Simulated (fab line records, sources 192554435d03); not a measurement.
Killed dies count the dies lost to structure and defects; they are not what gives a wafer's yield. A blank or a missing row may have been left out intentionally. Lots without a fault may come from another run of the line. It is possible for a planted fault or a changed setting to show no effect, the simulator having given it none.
fab line records    flow n5-finfet
record: lots: 14  wafers: 42  last-day: 18
route steps=1938 shown BEOL_M13@1659
lots that met no fault: taken from a fault-free run of the same line
start-h: start of the lot's first displayed wafer, in hours after the record's first day    wait-h: hours elapsed since this lot's preceding step    " same as the row above    L1.1+2: a single row standing in for several wafers    - value missing, or start not given    * or withheld: withheld    < > ~ a bound
route shown NAME@n: a module of which the file shows steps, and the number in the route of the first    usual: mean/standard deviation of fault-free wafers    same: alike in all rows    chamber/n: place in a boat    sites: per-site readings    _std_site: the values' standard deviation    _edge_site: the outer-site mean with the inner-site mean subtracted    radius-mm: how far each site lies from the wafer's centre    mask NAME#n: copy n    behind: the last tool/chamber to shape the wafer    hold: why the lot was held/for how many hours/how that ended    device: transistor that didn't switch, given as n, p or np    end of line: the tests these same wafers got at the end of their route    where a step has no rows: the recipe by itself    killed: dies that structure and defects cost at the first sort, which is not the same as the wafer's yield    map: shows each die of a wafer: x if killed, . if not, _ if none is there
set.NAME: the setting that was run; set.NAME@STEP: the one run at that earlier step    model.NAME: the simulator's own value behind a step, which no gauge read
one table for each step of the route and one row for each wafer, over a sample of lots
services: a tool's chamber out of use, with start hour (start-h, from the record's first day; less than 0 if before it), hours out, and reason
== steps ==
step: N5_BEOL_M13_ILD_DEP_00
recipe: material: SiOC  target-thk-a: 8379.2  temp-c: 350  precursor: DEMS/O2  pressure-torr: 5  rf-w: 500  time-s: 166.4
usual: heater-power-w: 484/75  rf-fwd-power-W: 498.3/1.5  showerhead-plenum-p-Torr: 5.698/0.019  susceptor-temp-C: 350.02/0.22  throttle-valve-pct: 11.8/0.49
lot.wafer  tool      chamber  start-h  wait-h  heater-power-w  rf-fwd-power-W  showerhead-plenum-p-Torr  susceptor-temp-C  throttle-valve-pct
L924.1     pecvd-04  2        243.46   0.0     492             497.7           5.679                     350.03            11.6
L924.4     "         1        "        "       414             500.9           5.700                     350.35            11.1
L924.6     "         0        "        "       368             497.9           5.725                     349.92            11.8
L926.3     pecvd-03  0        248.44   0.0     597             497.8           5.719                     349.91            12.0
L926.4     "         0        "        "       481             497.1           5.722                     349.98            11.7
L926.6     "         2        "        "       471             496.6           5.678                     349.78            11.3
L925.3     pecvd-03  1        249.18   0.0     533             498.0           5.699                     350.06            12.6
L925.4     "         2        "        "       482             497.5           5.694                     350.33            11.4
L925.5     "         1        "        "       554             496.0           5.692                     350.10            12.7
L928.2     pecvd-04  0        268.72   0.0     306             498.0           5.720                     349.91            12.3
L928.4     "         1        "        "       460             499.0           5.710                     349.89            11.3
L928.6     "         0        "        "       345             497.7           5.727                     349.98            12.1
L929.1     pecvd-03  1        277.17   0.0     551             497.0           5.697                     350.29            12.8
L929.2     "         0        "        "       551             498.1           5.703                     350.13            11.6
L929.4     "         2        "        "       532             494.2           5.656                     349.63            11.5
L937.3     pecvd-03  1        335.62   0.0     544             498.0           5.700                     349.64            12.6
L937.4     "         2        "        "       429             500.1           5.646                     350.36            11.6
L937.6     "         1        "        "       568             497.4           5.690                     349.88            12.4
L939.4     pecvd-03  1        354.62   0.1     549             498.8           5.704                     349.84            12.5
L939.5     "         0        "        "       585             499.4           5.735                     350.40            11.7
L939.6     "         2        "        "       437             500.3           5.676                     350.06            11.8
L944.1     pecvd-03  0        368.22   0.0     576             501.0           5.701                     349.80            11.8
L944.4     "         2        "        "       435             497.0           5.661                     350.02            11.7
L944.6     "         0        "        "       475             500.2           5.702                     349.86            11.9
L940.1     pecvd-03  1        376.33   0.0     544             499.1           5.708                     349.89            12.5
L940.3     "         2        "        "       432             500.1           5.679                     350.35            11.9
L940.5     "         1        "        "       572             500.7           5.700                     349.63            12.4
L946.2     pecvd-01  0        383.32   0.0     485             499.9           5.727                     350.36            12.1
L946.4     "         0        "        "       540             500.1           5.699                     349.84            12.2
L946.6     "         2        "        "       454             497.4           5.706                     350.29            11.2
L943.2     pecvd-04  1        383.90   0.0     445             497.3           5.703                     349.78            11.1
L943.5     "         0        "        "       301             499.5           5.710                     349.92            12.1
L943.6     "         1        "        "       345             497.9           5.694                     349.89            11.3
L942.3     pecvd-01  0        384.41   0.0     544             498.0           5.722                     350.03            12.1
L942.5     "         0        "        "       425             500.0           5.711                     349.56            12.0
L942.6     "         2        "        "       563             497.5           5.704                     349.82            11.3
L945.1     pecvd-03  2        389.40   0.0     532             496.1           5.666                     349.91            11.7
L945.3     "         1        "        "       511             498.4           5.695                     350.40            12.6
L945.4     "         1        "        "       533             499.4           5.705                     349.71            12.6
L947.1     pecvd-03  0        396.83   0.0     585             499.1           5.728                     350.16            11.6
L947.5     "         0        "        "       478             495.9           5.713                     349.90            12.0
L947.6     "         2        "        "       488             497.0           5.678                     349.81            11.6
step: N5_BEOL_M13_DESCUM_15
recipe: chemistry: O2  time-s: 7.9  source-power-w: 50  bias-power-w: 20  pressure-mtorr: 20  rf-frequency-hz: 2.712e+07  temp-c: 40  o2-flow-sccm: 225
usual: drypump-motor-current-A: 5.9/0.68  oes-product-au: 0.75/0.056  rf-fwd-power-W: 49.30/0.25  rf-vpp-V: 242.7/1.1  showerhead-plenum-p-Torr: 2.07/0.054  throttle-valve-pct: 20.32/0.2
lot.wafer  tool         chamber  start-h  wait-h  drypump-motor-current-A  oes-product-au  rf-fwd-power-W  rf-hours-counter-h  rf-vpp-V  showerhead-plenum-p-Torr  throttle-valve-pct
L924.1     rie-diel-04  1        244.02   0.1     4.7                      0.73            49.23           176                 244.9     2.18                      20.33
L924.4     "            3        "        "       6.8                      0.83            49.06           80                  240.9     2.04                      20.36
L924.6     "            1        "        "       4.7                      0.73            49.36           -                   243.6     2.17                      20.31
L926.3     rie-diel-03  3        248.99   0.0     6.5                      0.71            48.82           221                 242.4     2.04                      20.29
L926.4     "            0        "        "       6.4                      0.80            49.36           107                 242.0     2.10                      20.20
L926.6     "            1        "        "       5.3                      0.83            49.18           -                   244.1     2.12                      19.94
L925.3     rie-diel-01  3        249.84   0.0     6.4                      0.85            48.99           58                  241.4     2.04                      20.37
L925.4     "            0        "        "       5.6                      0.80            49.83           140                 241.8     2.11                      20.56
L925.5     "            1        "        "       4.9                      0.70            48.92           -                   241.2     1.98                      20.41
L928.2     rie-diel-04  3        269.39   0.0     6.8                      0.81            49.11           87                  241.9     2.03                      20.39
L928.4     "            1        "        "       4.7                      0.72            49.69           184                 245.0     2.17                      20.32
L928.6     "            0        "        "       5.4                      0.70            49.43           -                   244.8     2.16                      20.38
L929.1     rie-diel-04  3        277.84   0.0     6.7                      0.81            48.78           90                  243.5     2.03                      20.40
L929.2     "            1        "        "       4.7                      0.73            49.84           186                 243.4     2.17                      20.35
L929.4     "            2        "        "       6.5                      0.85            49.51           44                  241.4     2.06                      20.27
L937.3     rie-diel-03  3        336.36   0.1     6.4                      0.69            48.98           242                 242.0     2.03                      20.31
L937.4     "            0        "        "       6.4                      0.77            49.41           132                 243.0     2.09                      20.26
L937.6     "            2        "        "       6.6                      0.73            49.35           -                   241.2     2.00                      20.64
L939.4     rie-diel-03  0        355.11   0.0     6.4                      0.76            49.23           139                 243.2     2.09                      20.26
L939.5     "            0        "        "       6.4                      0.76            49.44           -                   244.0     2.09                      20.27
L939.6     "            1        "        "       5.3                      0.77            49.35           -                   243.6     2.11                      19.98
L944.1     rie-diel-03  1        368.89   0.0     5.3                      0.79            49.09           97                  243.6     2.11                      19.99
L944.4     "            2        "        "       6.6                      0.71            49.42           -                   241.4     2.00                      20.68
L944.6     "            0        "        "       6.4                      0.75            49.54           -                   242.6     2.09                      20.29
L940.1     rie-diel-01  0        377.00   0.0     5.6                      0.75            49.60           174                 242.5     2.10                      20.61
L940.3     "            2        "        "       5.2                      0.68            49.18           219                 244.4     2.05                      20.11
L940.5     "            0        "        "       5.6                      0.75            49.53           -                   243.1     2.10                      20.62
L946.2     rie-diel-03  2        384.01   0.0     6.6                      0.71            49.27           236                 241.5     1.99                      20.67
L946.4     "            1        "        "       5.3                      0.77            49.09           -                   243.1     2.11                      19.99
L946.6     "            2        "        "       6.6                      0.71            49.20           -                   240.8     1.99                      20.67
L943.2     rie-diel-04  2        384.50   0.1     6.5                      0.80            49.35           79                  241.7     2.05                      20.31
L943.5     "            0        "        "       5.4                      0.69            49.30           -                   242.9     2.15                      20.43
L943.6     "            3        "        "       6.7                      0.77            49.03           -                   241.6     2.02                      20.42
L942.3     rie-diel-01  2        384.97   0.0     5.2                      0.67            49.36           -                   243.4     2.05                      20.09
L942.5     "            2        "        "       5.2                      0.67            49.39           -                   244.2     2.05                      20.11
L942.6     "            0        "        "       5.6                      0.75            49.36           -                   243.6     2.09                      20.61
L945.1     rie-diel-03  0        390.08   0.2     6.4                      0.75            49.04           155                 242.3     2.08                      20.28
L945.3     "            2        "        "       6.6                      0.71            49.35           239                 241.4     1.99                      20.67
L945.4     "            0        "        "       6.4                      0.75            49.29           -                   242.7     2.08                      20.28
L947.1     rie-diel-01  2        397.54   0.2     5.2                      0.66            49.45           227                 243.0     2.05                      20.11
L947.5     "            0        "        "       5.6                      0.75            49.67           -                   243.2     2.09                      20.64
L947.6     "            3        "        "       6.4                      0.80            49.24           -                   242.1     2.03                      20.44
step: N5_BEOL_M13_ETCH_59
recipe: chemistry: N2/H2  target: BARC  target-depth-a: 890  overetch-a: 267  time-s: 67.9  ion-energy-ev: 200  pressure-mtorr: 30  source-w: 840  bias-w: 150  n2-flow-sccm: 200  h2-flow-sccm: 200
usual: bias-w: 150.0/0.43  chamber-pressure-mTorr: 30.002/0.029  drypump-motor-current-A: 5.9/0.68  oes-product-au: 0.65/0.045  rf-fwd-power-W: 832/3.3  rf-vpp-V: 523.2/2.1  showerhead-plenum-p-Torr: 2.51/0.072  throttle-valve-pct: 17.77/0.23
lot.wafer  tool         chamber  start-h  wait-h  bias-w  chamber-pressure-mTorr  drypump-motor-current-A  oes-product-au  rf-fwd-power-W  rf-hours-counter-h  rf-vpp-V  showerhead-plenum-p-Torr  throttle-valve-pct
L924.1     rie-diel-04  1        244.06   0.0     150.1   30.021                  4.7                      0.62            838             176                 527.1     2.65                      17.88
L924.4     "            3        "        "       149.8   29.995                  6.8                      0.70            828             80                  524.1     2.47                      17.84
L924.6     "            1        "        "       149.5   30.031                  4.7                      0.62            834             -                   524.9     2.65                      17.89
L926.3     rie-diel-03  3        249.02   0.0     150.2   30.011                  6.5                      0.61            829             221                 522.0     2.52                      18.05
L926.4     "            0        "        "       150.5   29.975                  6.4                      0.68            835             107                 524.4     2.56                      17.76
L926.6     "            1        "        "       150.2   29.988                  5.3                      0.71            831             -                   524.5     2.57                      17.30
L925.3     rie-diel-01  3        249.88   0.0     150.7   30.028                  6.4                      0.72            829             58                  522.2     2.48                      17.81
L925.4     "            0        "        "       150.4   30.017                  5.6                      0.66            831             140                 522.7     2.55                      17.85
L925.5     "            1        "        "       150.3   29.971                  4.9                      0.60            828             -                   520.0     2.40                      17.97
L928.2     rie-diel-04  3        269.42   0.0     149.5   29.982                  6.8                      0.70            833             87                  521.9     2.46                      17.83
L928.4     "            1        "        "       149.5   29.982                  4.7                      0.62            836             184                 526.8     2.65                      17.90
L928.6     "            0        "        "       149.9   29.943                  5.4                      0.61            832             -                   526.3     2.63                      17.88
L929.1     rie-diel-04  3        277.87   0.0     150.1   30.025                  6.8                      0.68            832             90                  522.8     2.46                      17.84
L929.2     "            1        "        "       150.2   30.010                  4.7                      0.61            838             186                 525.4     2.65                      17.91
L929.4     "            2        "        "       149.6   30.013                  6.5                      0.73            831             44                  522.6     2.47                      17.43
L937.3     rie-diel-03  3        336.39   0.0     149.9   29.996                  6.5                      0.60            826             242                 522.9     2.51                      18.10
L937.4     "            0        "        "       149.8   30.023                  6.4                      0.67            832             132                 524.9     2.55                      17.81
L937.6     "            2        "        "       149.8   29.970                  6.6                      0.62            837             -                   520.0     2.40                      18.03
L939.4     rie-diel-03  0        355.15   0.0     150.3   29.985                  6.4                      0.66            834             139                 525.6     2.54                      17.83
L939.5     "            0        "        "       150.0   30.028                  6.4                      0.66            834             -                   524.7     2.55                      17.82
L939.6     "            1        "        "       149.9   30.014                  5.3                      0.68            829             -                   524.7     2.56                      17.37
L944.1     rie-diel-03  1        368.93   0.0     150.2   29.998                  5.3                      0.67            830             97                  524.7     2.56                      17.36
L944.4     "            2        "        "       150.1   29.998                  6.6                      0.62            831             -                   519.1     2.40                      18.05
L944.6     "            0        "        "       149.6   30.042                  6.4                      0.66            836             -                   524.5     2.54                      17.84
L940.1     rie-diel-01  0        377.03   0.0     149.5   29.972                  5.6                      0.64            842             174                 524.2     2.53                      17.93
L940.3     "            2        "        "       149.8   29.992                  5.2                      0.59            830             219                 523.8     2.51                      17.71
L940.5     "            0        "        "       149.6   30.014                  5.6                      0.65            835             -                   523.4     2.53                      17.91
L946.2     rie-diel-03  2        384.04   0.0     150.7   29.979                  6.6                      0.61            832             236                 520.2     2.39                      18.07
L946.4     "            1        "        "       149.9   30.029                  5.4                      0.66            833             -                   524.6     2.56                      17.38
L946.6     "            2        "        "       150.7   29.997                  6.6                      0.61            832             -                   518.9     2.39                      18.06
L943.2     rie-diel-04  2        384.54   0.0     150.4   29.960                  6.5                      0.69            837             79                  521.2     2.45                      17.47
L943.5     "            0        "        "       149.7   29.999                  5.4                      0.59            831             -                   526.0     2.62                      17.93
L943.6     "            3        "        "       150.2   29.935                  6.8                      0.66            829             -                   522.3     2.45                      17.88
L942.3     rie-diel-01  2        385.03   0.0     149.6   29.987                  5.2                      0.58            833             -                   522.9     2.51                      17.72
L942.5     "            2        "        "       149.7   30.008                  5.2                      0.59            834             -                   521.6     2.51                      17.72
L942.6     "            0        "        "       150.2   30.000                  5.6                      0.64            834             -                   523.0     2.53                      17.95
L945.1     rie-diel-03  0        390.12   0.0     150.2   30.072                  6.4                      0.65            831             155                 523.9     2.54                      17.84
L945.3     "            2        "        "       150.5   29.987                  6.6                      0.61            831             239                 520.5     2.39                      18.07
L945.4     "            0        "        "       150.3   30.039                  6.4                      0.64            835             -                   524.4     2.54                      17.84
L947.1     rie-diel-01  2        397.57   0.0     150.5   29.977                  5.2                      0.59            833             227                 522.0     2.51                      17.71
L947.5     "            0        "        "       149.8   29.996                  5.6                      0.63            840             -                   524.3     2.53                      17.93
L947.6     "            3        "        "       149.6   29.992                  6.5                      0.68            831             -                   521.0     2.47                      17.86
step: N5_BEOL_M13_VIA_ETCH_16
recipe: chemistry: C4F8/O2/Ar  target: SiOC  pressure-mtorr: 30  source-w: 3000  bias-w: 700  Ar_flow_sccm: 400  C4F8_flow_sccm: 15  O2_flow_sccm: 8  he-inner-torr: 15  he-outer-torr: 30  target-depth-a: 9217  time-s: withheld  ion-energy-ev: 250  ends: cleared
usual: C4F8_flow_sccm: 15.00/0.041  O2_flow_sccm: 8.000/0.026  drypump-motor-current-A: 5.9/0.67  oes-product-au: 0.68/0.051  rf-fwd-power-W: 2993/9.9  rf-vpp-V: 664.5/2.5  showerhead-plenum-p-Torr: 3.38/0.082  throttle-valve-pct: 24.05/0.2
lot.wafer  tool         chamber  start-h  wait-h  C4F8_flow_sccm  O2_flow_sccm  drypump-motor-current-A  oes-product-au  rf-fwd-power-W  rf-vpp-V  showerhead-plenum-p-Torr  throttle-valve-pct
L924.1     rie-diel-04  1        244.11   0.0     15.05           8.028         4.7                      0.65            3001            669.1     3.53                      24.01
L924.4     "            3        "        "       15.02           8.004         6.8                      0.74            2974            662.6     3.32                      24.10
L924.6     "            1        "        "       14.97           8.011         4.7                      0.66            2983            668.7     3.53                      24.04
L926.3     rie-diel-03  3        249.08   0.0     15.05           8.012         6.4                      0.64            2976            665.4     3.35                      24.09
L926.4     "            0        "        "       14.96           7.959         6.4                      0.72            2988            667.4     3.41                      23.86
L926.6     "            1        "        "       14.99           8.039         5.3                      0.74            2977            666.0     3.46                      23.70
L925.3     rie-diel-01  3        249.93   0.0     14.97           7.972         6.4                      0.76            2992            662.7     3.35                      24.20
L925.4     "            0        "        "       15.03           8.009         5.6                      0.71            3009            665.5     3.44                      24.35
L925.5     "            1        "        "       14.94           8.000         4.9                      0.63            2996            660.9     3.25                      24.25
L928.2     rie-diel-04  3        269.48   0.0     -               -             -                        -               -               -         -                         -
L928.4     "            1        "        "       -               -             -                        -               -               -         -                         -
L928.6     "            0        "        "       -               -             -                        -               -               -         -                         -
L929.1     rie-diel-04  3        277.92   0.0     -               -             -                        -               -               -         -                         -
L929.2     "            1        "        "       -               -             -                        -               -               -         -                         -
L929.4     "            2        "        "       -               -             -                        -               -               -         -                         -
L937.3     rie-diel-03  3        336.45   0.0     15.04           7.990         6.4                      0.63            2985            663.8     3.34                      24.12
L937.4     "            0        "        "       15.10           8.039         6.4                      0.69            2975            665.9     3.39                      23.90
L937.6     "            2        "        "       15.01           7.974         6.6                      0.65            3003            661.1     3.25                      24.30
L939.4     rie-diel-03  0        355.20   0.0     14.96           8.000         6.4                      0.68            2974            666.0     3.39                      23.93
L939.5     "            0        "        "       15.01           7.978         6.4                      0.69            2984            665.4     3.39                      23.92
L939.6     "            1        "        "       15.05           8.025         5.3                      0.71            2988            666.7     3.45                      23.72
L944.1     rie-diel-03  1        368.98   0.0     15.00           7.934         5.3                      0.70            3002            666.5     3.44                      23.73
L944.4     "            2        "        "       14.96           8.015         6.6                      0.64            3004            661.6     3.24                      24.30
L944.6     "            0        "        "       14.96           8.019         6.4                      0.68            2985            664.9     3.39                      23.91
L940.1     rie-diel-01  0        377.09   0.0     14.98           7.993         5.6                      0.68            2988            664.5     3.43                      24.38
L940.3     "            2        "        "       15.01           8.031         5.2                      0.61            2998            664.2     3.39                      23.98
L940.5     "            0        "        "       15.02           8.021         5.6                      0.68            2972            664.0     3.43                      24.40
L946.2     rie-diel-03  2        384.09   0.0     15.00           8.027         6.6                      0.64            2989            662.1     3.24                      24.30
L946.4     "            1        "        "       15.05           8.036         5.4                      0.70            3004            665.9     3.44                      23.76
L946.6     "            2        "        "       15.00           8.035         6.6                      0.64            3003            660.2     3.24                      24.32
L943.2     rie-diel-04  2        384.59   0.0     14.99           7.994         6.5                      0.73            2990            662.7     3.32                      23.91
L943.5     "            0        "        "       15.01           7.981         5.4                      0.62            2981            667.7     3.48                      24.00
L943.6     "            3        "        "       15.08           7.990         6.8                      0.70            2986            661.4     3.30                      24.14
L942.3     rie-diel-01  2        385.19   0.1     14.95           7.979         5.2                      0.60            2991            662.9     3.39                      23.99
L942.5     "            2        "        "       14.97           8.014         5.2                      0.61            2995            664.5     3.39                      23.99
L942.6     "            0        "        "       14.99           8.004         5.6                      0.68            3004            664.9     3.42                      24.40
L945.1     rie-diel-03  0        390.17   0.0     15.01           8.017         6.4                      0.67            2996            665.7     3.38                      23.93
L945.3     "            2        "        "       15.09           7.991         6.6                      0.64            2986            660.8     3.24                      24.31
L945.4     "            0        "        "       15.05           8.013         6.4                      0.67            2992            666.4     3.38                      23.93
L947.1     rie-diel-01  2        397.63   0.0     14.95           7.987         5.2                      0.61            3002            664.0     3.39                      24.00
L947.5     "            0        "        "       15.11           7.969         5.6                      0.67            2996            664.6     3.42                      24.39
L947.6     "            3        "        "       15.04           8.010         6.5                      0.72            3005            662.1     3.33                      24.24
step: N5_BEOL_M13_STRIP_63
recipe: chemistry: N2/H2  power-w: 1000  temp-c: 250  h2-frac: 0.65  overash-fraction: 0.3  pressure-mtorr: 1000  n2-flow-sccm: 1750  h2-flow-sccm: 3250
usual: drypump-motor-current-A: 5.97/0.11  heater-power-w: 314/33  oes-product-au: 0.675/0.005  strip-time-to-endpoint-s: 28.1/1.1
same: overash-fraction: 0.3
lot.wafer  tool             chamber  start-h  wait-h  drypump-motor-current-A  heater-power-w  oes-product-au  rf-hours-counter-h  strip-time-to-endpoint-s
L924.1     plasma-asher-01  0        244.34   -       6.09                     344             0.682           125                 28.1
L924.4     "                0        "        "       6.11                     346             0.667           -                   27.2
L924.6     "                1        "        "       5.90                     326             0.678           -                   26.6
L926.3     plasma-asher-01  1        249.33   -       5.87                     317             0.676           -                   27.5
L926.4     "                0        "        "       6.08                     341             0.673           -                   28.3
L926.6     "                0        "        "       6.11                     341             0.678           -                   27.1
L925.3     plasma-asher-02  1        250.19   -       5.76                     277             0.680           -                   31.0
L925.4     "                0        "        "       6.04                     245             0.670           -                   28.3
L925.5     "                1        "        "       5.80                     280             0.683           -                   30.2
L928.2     plasma-asher-01  0        269.71   -       6.04                     339             0.861           130                 93.3
L928.4     "                1        "        "       5.89                     320             0.857           -                   93.3
L928.6     "                1        "        "       5.89                     330             0.851           -                   93.6
L929.1     plasma-asher-01  1        278.16   -       5.91                     334             0.854           133                 94.0
L929.2     "                0        "        "       6.08                     341             0.860           133                 93.6
L929.4     "                0        "        "       6.08                     348             0.861           -                   94.1
L937.3     plasma-asher-01  0        336.70   -       6.10                     330             0.672           -                   28.9
L937.4     "                1        "        "       5.92                     327             0.663           -                   27.5
L937.6     "                0        "        "       6.10                     338             0.677           -                   28.1
L939.4     plasma-asher-02  1        355.45   -       5.77                     280             0.680           -                   28.4
L939.5     "                1        "        "       5.76                     284             0.682           -                   28.0
L939.6     "                0        "        "       6.03                     254             0.679           -                   26.6
L944.1     plasma-asher-01  1        369.22   -       5.91                     328             0.672           151                 28.7
L944.4     "                1        "        "       5.95                     321             0.672           -                   27.6
L944.6     "                1        "        "       5.88                     318             0.675           -                   28.1
L940.1     plasma-asher-02  0        377.32   -       6.03                     251             0.674           89                  28.0
L940.3     "                0        "        "       6.03                     253             0.672           -                   28.6
L940.5     "                1        "        "       5.76                     279             0.672           -                   27.7
L946.2     plasma-asher-01  1        384.33   -       5.88                     326             0.677           154                 29.6
L946.4     "                1        "        "       5.92                     328             0.679           -                   27.6
L946.6     "                0        "        "       6.07                     347             0.672           -                   27.8
L943.2     plasma-asher-01  1        384.82   -       5.88                     324             0.679           154                 28.2
L943.5     "                0        "        "       6.10                     329             0.666           -                   26.6
L943.6     "                1        "        "       5.89                     328             0.682           -                   27.0
L942.3     plasma-asher-02  1        385.44   -       5.78                     274             0.677           -                   28.7
L942.5     "                1        "        "       5.79                     286             0.672           -                   27.7
L942.6     "                0        "        "       6.03                     250             0.678           -                   25.7
L945.1     plasma-asher-01  1        390.40   -       5.89                     321             0.681           156                 28.5
L945.3     "                1        "        "       5.90                     326             0.675           -                   28.5
L945.4     "                0        "        "       6.09                     340             0.674           -                   28.6
L947.1     plasma-asher-02  0        397.86   -       6.05                     253             0.671           93                  28.9
L947.5     "                0        "        "       6.01                     250             0.669           -                   26.4
L947.6     "                1        "        "       5.77                     281             0.674           -                   27.0
step: N5_BEOL_M13_CD_MEAS_17
recipe: target-cd-nm: 190  polarity: opening
usual: cd-nm: 189.1/1.6
lot.wafer  tool       chamber  start-h  wait-h  cd-nm
L924.1     cd-sem-01  -        244.55   0.0     189.3
L924.4     "          -        "        "       190.1
L924.6     "          -        "        "       191.0
L926.3     cd-sem-02  -        249.52   0.0     190.1
L926.4     "          -        "        "       190.7
L926.6     "          -        "        "       190.8
L925.3     cd-sem-02  -        250.38   0.0     189.1
L925.4     "          -        "        "       190.7
L925.5     "          -        "        "       187.6
L928.2     cd-sem-02  -        269.92   0.0     -
L928.4     "          -        "        "       -
L928.6     "          -        "        "       -
L929.1     cd-sem-02  -        278.37   0.0     -
L929.2     "          -        "        "       -
L929.4     "          -        "        "       -
L937.3     cd-sem-02  -        336.90   0.0     187.7
L937.4     "          -        "        "       186.6
L937.6     "          -        "        "       189.1
L939.4     cd-sem-01  -        355.65   0.0     191.8
L939.5     "          -        "        "       191.6
L939.6     "          -        "        "       193.2
L944.1     cd-sem-03  -        369.42   0.0     186.8
L944.4     "          -        "        "       187.9
L944.6     "          -        "        "       186.0
L940.1     cd-sem-02  -        377.53   0.0     189.2
L940.3     "          -        "        "       190.2
L940.5     "          -        "        "       189.5
L946.2     cd-sem-02  -        384.54   0.0     187.9
L946.4     "          -        "        "       188.3
L946.6     "          -        "        "       187.5
L943.2     cd-sem-01  -        385.03   0.0     188.8
L943.5     "          -        "        "       188.7
L943.6     "          -        "        "       190.2
L942.3     cd-sem-01  -        385.63   0.0     188.6
L942.5     "          -        "        "       188.8
L942.6     "          -        "        "       189.6
L945.1     cd-sem-02  -        390.61   0.0     186.8
L945.3     "          -        "        "       188.8
L945.4     "          -        "        "       184.9
L947.1     cd-sem-01  -        398.07   0.0     190.4
L947.5     "          -        "        "       192.0
L947.6     "          -        "        "       190.6
== services ==
tool             chamber  start-h  hours  kind
pecvd-03         0        222.15   4.3    repair
rie-diel-01      3        233.71   4.6    repair
rie-diel-03      -        247.81   0.9    repair
pecvd-03         -        250.63   0.8    pm
plasma-asher-02  -        275.42   2.4    repair
pecvd-04         0        281.77   3.5    repair
rie-diel-03      1        292.57   11.4   repair
pecvd-04         -        299.57   1.2    repair
rie-diel-04      -        307.34   1.1    repair
rie-diel-03      3        329.30   4.3    repair
plasma-asher-01  -        329.49   0.4    repair
rie-diel-04      3        332.64   7.5    repair
rie-diel-04      0        334.08   6.7    repair
pecvd-03         -        346.25   0.7    repair
rie-diel-03      3        348.00   1.3    repair
rie-diel-03      3        361.07   -      clean
rie-diel-03      3        361.07   -      consumable-replace:focus-ring
rie-diel-03      3        361.07   29.4   scheduled-down
rie-diel-03      3        361.07   29.4   vent-cycle
pecvd-04         -        366.38   0.9    repair
rie-diel-01      1        372.75   -      clean
rie-diel-01      1        372.75   -      consumable-replace:focus-ring
rie-diel-01      3        380.65   7.9    repair
rie-diel-03      -        390.96   14.6   pm
== key ==
first-sign: step: N5_BEOL_M13_VIA_ETCH_16  reading: tool-record  direction: missing
effect: step: N5_BEOL_M13_STRIP_63  reading: strip-time-to-endpoint-s  direction: up  sigmas: 59  usual: *  struck: *
effect: step: N5_BEOL_M13_CD_MEAS_17  reading: cd-nm  direction: missing
met-at N5_BEOL_M13_VIA_ETCH_16
struck-lots L928,L929
later-rows-left-out L928.2,L928.4,L928.6,L929.1,L929.2,L929.4
sort-left-out L928.2,L928.4,L928.6,L929.1,L929.2,L929.4
not-acting-at N5_BEOL_M13_ILD_DEP_00,N5_BEOL_M13_DESCUM_15,N5_BEOL_M13_ETCH_59
onset-between 244.11 269.48
fault: kind: skipped-step-whole  tool: rie-diel-04  chamber: -  onset-h: 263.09  steps: N5_BEOL_M13_VIA_ETCH_16  scope: struck-lots-only
sort-left-out: the simulated sort isn't trusted on such a fault, so these wafers' sort isn't shown, and their yield isn't known
later-rows-left-out: the simulator's readings of these wafers behind a module that went badly wrong aren't trusted and aren't shown, but for the sort
